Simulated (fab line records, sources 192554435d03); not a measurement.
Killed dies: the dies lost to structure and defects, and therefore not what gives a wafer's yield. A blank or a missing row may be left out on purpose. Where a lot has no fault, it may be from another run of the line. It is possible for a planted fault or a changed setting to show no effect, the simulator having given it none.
Split-lot trial -- flow n5Finfet -- 7 lots, 39 wafers read, on a route of 1938 steps

ABOUT THE SPLIT
At N5_DUMMY_GATE_ETCH_32 (etches SiO2 in CF4, target depth 3.5 nm, time 3.9 s), the setting timeS was moved away from the recipe's 3.9 s on 18 of the 39 wafers read, by +6.1% to +17.6%. For the rest of the wafers, this setting stayed at what the recipe calls for.

The reading is taken at the split's own step.

THE READING
etch.depthNm (the simulator's own value, which no gauge read), in nm, at N5_DUMMY_GATE_ETCH_32 (etches SiO2 in CF4, target depth 3.5 nm, time 3.9 s). There is no usual value for it anywhere in the file. The 21 wafers here that ran the recipe average 3.499 nm, standard deviation 0.054 nm.

wafer,"tool, chamber at the split","timeS as run, s",against the recipe,"etch.depthNm, nm",against lot-mates on the recipe
L075.1,"rieSi-02, 0",3.9,recipe,3.461,-
L075.2,"rieSi-02, 2",3.9,recipe,3.378,-
L075.3,"rieSi-02, 1",4.139,+6.1%,3.715,+0.262
L075.4,"rieSi-02, 3",4.139,+6.1%,3.711,+0.258
L075.5,"rieSi-02, 0",4.139,+6.1%,3.653,+0.200
L075.6,"rieSi-02, 1",3.9,recipe,3.52,-
L078.1,"rieSi-02, 0",3.9,recipe,3.508,-
L078.2,"rieSi-02, 2",3.9,recipe,3.459,-
L078.3,"rieSi-02, 1",4.546,+16.6%,4.112,+0.618
L078.4,"rieSi-02, 0",4.546,+16.6%,4.086,+0.592
L078.5,"rieSi-02, 1",3.9,recipe,3.516,-
L078.6,"rieSi-02, 2",4.546,+16.6%,3.987,+0.493
L081.1,"rieSi-02, 0",4.524,+16.0%,4.106,+0.592
L081.2,"rieSi-02, 1",3.9,recipe,3.527,-
L081.3,"rieSi-02, 2",4.524,+16.0%,3.977,+0.463
L081.4,"rieSi-02, 3",4.524,+16.0%,4.089,+0.575
L081.5,"rieSi-02, 0",3.9,recipe,3.502,-
L081.6,"rieSi-02, 3",3.9,recipe,3.513,-
L082.1,"rieSi-02, 2",4.37,+12.1%,3.87,+0.346
L082.2,"rieSi-02, 3",4.37,+12.1%,3.974,+0.450
L082.3,"rieSi-02, 0",3.9,recipe,3.533,-
L082.4,"rieSi-02, 1",3.9,recipe,3.535,-
L082.5,"rieSi-02, 0",3.9,recipe,3.503,-
L082.6,"rieSi-02, 1",4.37,+12.1%,3.98,+0.456
L086.3,"rieSi-02, 3",3.9,recipe,3.518,-
L086.4,"rieSi-02, 2",3.9,recipe,3.42,-
L086.6,"rieSi-02, 2",3.9,recipe,3.42,-
L089.1,"rieSi-05, 1",4.304,+10.4%,3.949,+0.383
L089.2,"rieSi-05, 0",4.304,+10.4%,4.015,+0.449
L089.3,"rieSi-05, 3",3.9,recipe,3.546,-
L089.4,"rieSi-05, 2",3.9,recipe,3.55,-
L089.5,"rieSi-05, 0",3.9,recipe,3.602,-
L089.6,"rieSi-05, 1",4.304,+10.4%,3.975,+0.409
L091.1,"rieSi-02, 1",3.9,recipe,3.527,-
L091.2,"rieSi-02, 3",3.9,recipe,3.542,-
L091.3,"rieSi-02, 0",4.588,+17.6%,4.143,+0.650
L091.4,"rieSi-02, 2",3.9,recipe,3.409,-
L091.5,"rieSi-02, 0",4.588,+17.6%,4.115,+0.622
L091.6,"rieSi-02, 1",4.588,+17.6%,4.184,+0.691

THE FIT
A straight line over all 39 wafers: etch.depthNm changes by +0.0362 nm for each +1% of timeS; r = +0.97; the points scatter about the line by 0.06 nm.
The same after taking each lot's own level away (the mean of its wafers on the recipe; 39 wafers): +0.0355 nm for each +1%; r = +0.98; scatter 0.046 nm.
The reading moves by 0.63 nm for the largest change in timeS, on that fit.
Across the lots, their own levels run from 3.4527 to 3.5660 nm, a range of 2.1 times the standard deviation given above.
The two slopes are in agreement: the lot-to-lot level therefore moves the slope only a little.
Check: +0.627 nm against its lot-mates is what the line predicts for one of the wafers moved furthest among these (+17.6%) when that wafer is left out of the fit. Against them it came out at +0.65 nm.

OTHER SPLITS ON THESE WAFERS
Note: prior to the reading, these wafers also went through further splits. Each is held against what the fit with the lots' levels taken away leaves over:
other split on the same wafers,wafers away from the commonest value,r with etch.depthNm (lot level and that fit taken away)
N5_FIN_SAQP_EXPOSE_13 doseMj,15,+0.05
N5_DUMMY_GATE_CVD_03 targetThkA,30,+0.03
N5_DUMMY_GATE_EXPOSE_12 doseMj,15,-0.16

FILE'S OWN FIT
etch.depthNm changes by +0.0357 nm for each +1% of timeS, r = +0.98.
